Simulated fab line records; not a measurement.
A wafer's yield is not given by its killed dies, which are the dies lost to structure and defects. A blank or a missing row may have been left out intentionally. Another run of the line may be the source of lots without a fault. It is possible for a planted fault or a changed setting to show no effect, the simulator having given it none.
Matching of chambers || flow nand-harc || 4 sister chambers for NHARC_A_ZERO_WELL_ETCH_19 on rie-diel-02
The step etches the open film in N2/H2, target depth 80 nm, overetch 24 nm, time 87.88 s. 14 wafers are shown with their chamber, then 7 later ones without.

## WAFERS, EACH WITH ITS CHAMBER
{"wafer": "L075.1", "chamber": 0, "showerhead-plenum-p-Torr (Torr)": 2.19, "drypump-motor-current-A (A)": 6.00, "rf-vpp-V (V)": 433}
{"wafer": "L075.2", "chamber": 3, "showerhead-plenum-p-Torr (Torr)": 1.93, "drypump-motor-current-A (A)": 5.86, "rf-vpp-V (V)": 427}
{"wafer": "L075.5", "chamber": 1, "showerhead-plenum-p-Torr (Torr)": 1.92, "drypump-motor-current-A (A)": 5.70, "rf-vpp-V (V)": 426}
{"wafer": "L078.2", "chamber": 1, "showerhead-plenum-p-Torr (Torr)": 1.92, "drypump-motor-current-A (A)": 5.69, "rf-vpp-V (V)": 427}
{"wafer": "L078.5", "chamber": 0, "showerhead-plenum-p-Torr (Torr)": 2.18, "drypump-motor-current-A (A)": 5.96, "rf-vpp-V (V)": 434}
{"wafer": "L078.6", "chamber": 1, "showerhead-plenum-p-Torr (Torr)": 1.92, "drypump-motor-current-A (A)": 5.69, "rf-vpp-V (V)": 429}
{"wafer": "L077.1", "chamber": 1, "showerhead-plenum-p-Torr (Torr)": 1.92, "drypump-motor-current-A (A)": 5.70, "rf-vpp-V (V)": 427}
{"wafer": "L077.2", "chamber": 2, "showerhead-plenum-p-Torr (Torr)": 1.91, "drypump-motor-current-A (A)": 5.79, "rf-vpp-V (V)": 428}
{"wafer": "L077.5", "chamber": 1, "showerhead-plenum-p-Torr (Torr)": 1.92, "drypump-motor-current-A (A)": 5.69, "rf-vpp-V (V)": 426}
{"wafer": "L079.1", "chamber": 0, "showerhead-plenum-p-Torr (Torr)": 2.18, "drypump-motor-current-A (A)": 5.97, "rf-vpp-V (V)": 435}
{"wafer": "L079.5", "chamber": 1, "showerhead-plenum-p-Torr (Torr)": 1.92, "drypump-motor-current-A (A)": 5.70, "rf-vpp-V (V)": 426}
{"wafer": "L079.6", "chamber": 0, "showerhead-plenum-p-Torr (Torr)": 2.18, "drypump-motor-current-A (A)": 6.00, "rf-vpp-V (V)": 435}
{"wafer": "L087.1", "chamber": 1, "showerhead-plenum-p-Torr (Torr)": 1.92, "drypump-motor-current-A (A)": 5.67, "rf-vpp-V (V)": 427}
{"wafer": "L087.3", "chamber": 3, "showerhead-plenum-p-Torr (Torr)": 1.92, "drypump-motor-current-A (A)": 5.85, "rf-vpp-V (V)": 427}

SIGNATURES (averages over the wafers above)
{"reading": "showerhead-plenum-p-Torr", "chamber 0": 2.1825, "chamber 1": 1.9200, "chamber 2": 1.9100, "chamber 3": 1.9250, "scatter within a chamber": 0.00354}
{"reading": "drypump-motor-current-A", "chamber 0": 5.9825, "chamber 1": 5.6914, "chamber 2": 5.7900, "chamber 3": 5.8550, "scatter within a chamber": 0.0142}
{"reading": "rf-vpp-V", "chamber 0": 434.25, "chamber 1": 426.86, "chamber 2": 428.00, "chamber 3": 427.00, "scatter within a chamber": 0.98}
Rule: for a wafer and a chamber, the distance is found by dividing, reading by reading, the gap between the wafer's reading and the chamber's mean by the reading's scatter, squaring, summing and taking the root. The wafer belongs to the nearest chamber; if the next one is less than 2 further off, it can't be placed. How the scatter is found: for the shown wafers, subtract from each reading the mean of its chamber, square and add these, divide the total by (wafers less chambers), then take the root.

## WAFERS MISSING THEIR CHAMBER
{"wafer": "L087.4", "showerhead-plenum-p-Torr (Torr)": 1.90, "drypump-motor-current-A (A)": 5.78, "rf-vpp-V (V)": 427}
{"wafer": "L090.1", "showerhead-plenum-p-Torr (Torr)": 1.92, "drypump-motor-current-A (A)": 5.86, "rf-vpp-V (V)": 427}
{"wafer": "L090.3", "showerhead-plenum-p-Torr (Torr)": 1.90, "drypump-motor-current-A (A)": 5.77, "rf-vpp-V (V)": 427}
{"wafer": "L090.4", "showerhead-plenum-p-Torr (Torr)": 1.91, "drypump-motor-current-A (A)": 5.68, "rf-vpp-V (V)": 426}
{"wafer": "L091.3", "showerhead-plenum-p-Torr (Torr)": 2.18, "drypump-motor-current-A (A)": 5.99, "rf-vpp-V (V)": 434}
{"wafer": "L091.5", "showerhead-plenum-p-Torr (Torr)": 2.18, "drypump-motor-current-A (A)": 5.99, "rf-vpp-V (V)": 434}
{"wafer": "L091.6", "showerhead-plenum-p-Torr (Torr)": 1.92, "drypump-motor-current-A (A)": 5.69, "rf-vpp-V (V)": 427}

## CHAMBER TAKEN BY EACH
{"wafer": "L087.4", "from the rows above": 2, "in truth": 2}
{"wafer": "L090.1", "from the rows above": 3, "in truth": 3}
{"wafer": "L090.3", "from the rows above": 2, "in truth": 2}
{"wafer": "L090.4", "from the rows above": 1, "in truth": 1}
{"wafer": "L091.3", "from the rows above": 0, "in truth": 0}
{"wafer": "L091.5", "from the rows above": 0, "in truth": 0}
{"wafer": "L091.6", "from the rows above": 1, "in truth": 1}
Correct placement for 7 of the 7. Can't be placed from these rows: 0. Number placed wrongly: 0.
